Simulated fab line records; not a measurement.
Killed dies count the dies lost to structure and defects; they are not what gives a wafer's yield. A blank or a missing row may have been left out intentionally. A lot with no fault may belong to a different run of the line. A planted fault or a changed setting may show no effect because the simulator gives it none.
2 desks looking at one fault || flow n5 finfet || what lay behind the numbers comes last; until then each desk has only its own

## THE TOOL OWNER'S DESK: rie diel-04
The tool's own readings at N5_BEOL_M0_SAQP_ETCH_107 (etches SiNx in CH3F/O2, target depth 30 nm): means of the sampled wafers that have a number, for each lot that ran on this tool. If a lot's mean is further than 4 standard deviations from the usual mean, the lot is out of limits and carries the mark OUT (the distance appears in the brackets).
Columns: A = bias w at N5_BEOL_M0_SAQP_ETCH_107, usual 73.04 W; B = drypump motor current A at N5_BEOL_M0_SAQP_ETCH_107, usual 5.7 A; C = oes product au at N5_BEOL_M0_SAQP_ETCH_107, usual 0.76 a.u.; D = rf vpp V at N5_BEOL_M0_SAQP_ETCH_107, usual 299 V; E = showerhead plenum p Torr at N5_BEOL_M0_SAQP_ETCH_107, usual 2.01 Torr; F = throttle valve pct at N5_BEOL_M0_SAQP_ETCH_107, usual 16.45 %
{"lot": "L217", "first seen here": "day 5 23:45", "A": 72.66, "B": 6.0, "C": 0.73, "D": 299, "E": 2.00, "F": 16.59}
{"lot": "L218", "first seen here": "day 6 04:54", "A": 72.93, "B": 6.0, "C": 0.74, "D": 300, "E": 1.99, "F": 16.59}
{"lot": "L226", "first seen here": "day 8 12:58", "A": 73.05, "B": 5.5, "C": 0.76, "D": 298, "E": 2.01, "F": 16.53}
{"lot": "L236", "first seen here": "day 10 16:19", "A": "77.94 (+21) OUT", "B": 5.7, "C": 0.85, "D": 311, "E": 1.96, "F": 16.50}
This desk's verdict: out of limits on L236, starting with L236 at day 10 16:19 (bias w at N5_BEOL_M0_SAQP_ETCH_107). Within limits: L217, L218, L226.

## METROLOGY DESK
What the gauges read for every lot (on any tool): the sampled wafers with a number, averaged. If a lot's mean is further than 4 standard deviations from the usual mean, the lot is out of limits and carries the mark OUT (the distance appears in the brackets). 7 of its 10 readings are shown, namely those furthest out on some lot.
Columns: A = DIBL_N at N5_BEOL_M4_RC_MEAS_101, usual 36.4 mV/V; B = DIBL_P at N5_BEOL_M4_RC_MEAS_101, usual 36.1 mV/V; C = IOFF_N at N5_BEOL_M4_RC_MEAS_101, usual 0.156 nA/um; D = ION_N at N5_BEOL_M4_RC_MEAS_101, usual 674 uA/um; E = SS_N at N5_BEOL_M4_RC_MEAS_101, usual 71.5 mV/dec; F = SS_P at N5_BEOL_M4_RC_MEAS_101, usual 73.2 mV/dec; G = VT_N at N5_BEOL_M4_RC_MEAS_101, usual 250.0 mV
{"lot": "L216", "first seen here": "day 7 22:36", "A": 36.5, "B": 37.6, "C": 0.163, "D": 675, "E": 71.4, "F": 73.0, "G": 250.6}
{"lot": "L217", "first seen here": "day 7 23:52", "A": 36.2, "B": 35.4, "C": 0.155, "D": 679, "E": 71.7, "F": 72.9, "G": 249.9}
{"lot": "L218", "first seen here": "day 8 05:44", "A": 37.6, "B": 38.4, "C": 0.185, "D": 679, "E": 72.2, "F": 73.5, "G": 246.2}
{"lot": "L219", "first seen here": "day 8 06:26", "A": 36.3, "B": 37.4, "C": 0.171, "D": 672, "E": 71.5, "F": 74.1, "G": 247.6}
{"lot": "L225", "first seen here": "day 10 06:21", "A": 38.3, "B": 37.5, "C": 0.195, "D": 691, "E": 71.8, "F": 73.6, "G": 245.9}
{"lot": "L226", "first seen here": "day 10 10:08", "A": 36.2, "B": 35.8, "C": 0.157, "D": 680, "E": 71.3, "F": 73.8, "G": 248.8}
{"lot": "L230", "first seen here": "day 11 03:54", "A": 35.7, "B": 34.4, "C": 0.144, "D": 677, "E": 71.6, "F": 73.2, "G": 251.7}
{"lot": "L236", "first seen here": "day 12 20:18", "A": 34.3, "B": 34.3, "C": 0.128, "D": 666, "E": 70.8, "F": 72.7, "G": 251.3}
{"lot": "L239", "first seen here": "day 14 02:44", "A": 35.3, "B": 35.0, "C": 0.146, "D": 678, "E": 71.6, "F": 73.3, "G": 249.4}
Result from this desk: across the 9 lots, nothing is out of limits.

## ALL TOGETHER
The tool owner's desk could have raised an alarm at day 10 16:19, on L236.
Nothing out of limits was seen by the metrology desk.
The metrology desk has L236 on record, within its limits.
Of the lots named, all ran N5_BEOL_M0_SAQP_ETCH_107 on rie diel-04.

## WHAT WAS PUT IN BY THE SIMULATOR
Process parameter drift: rie diel-04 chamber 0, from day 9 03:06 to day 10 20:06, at N5_BEOL_M0_SAQP_ETCH_107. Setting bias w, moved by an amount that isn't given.
Struck lots among those shown: L236.
Time in hours from fault onset to the first out-of-limits reading at each desk: the tool owner's desk, 37.
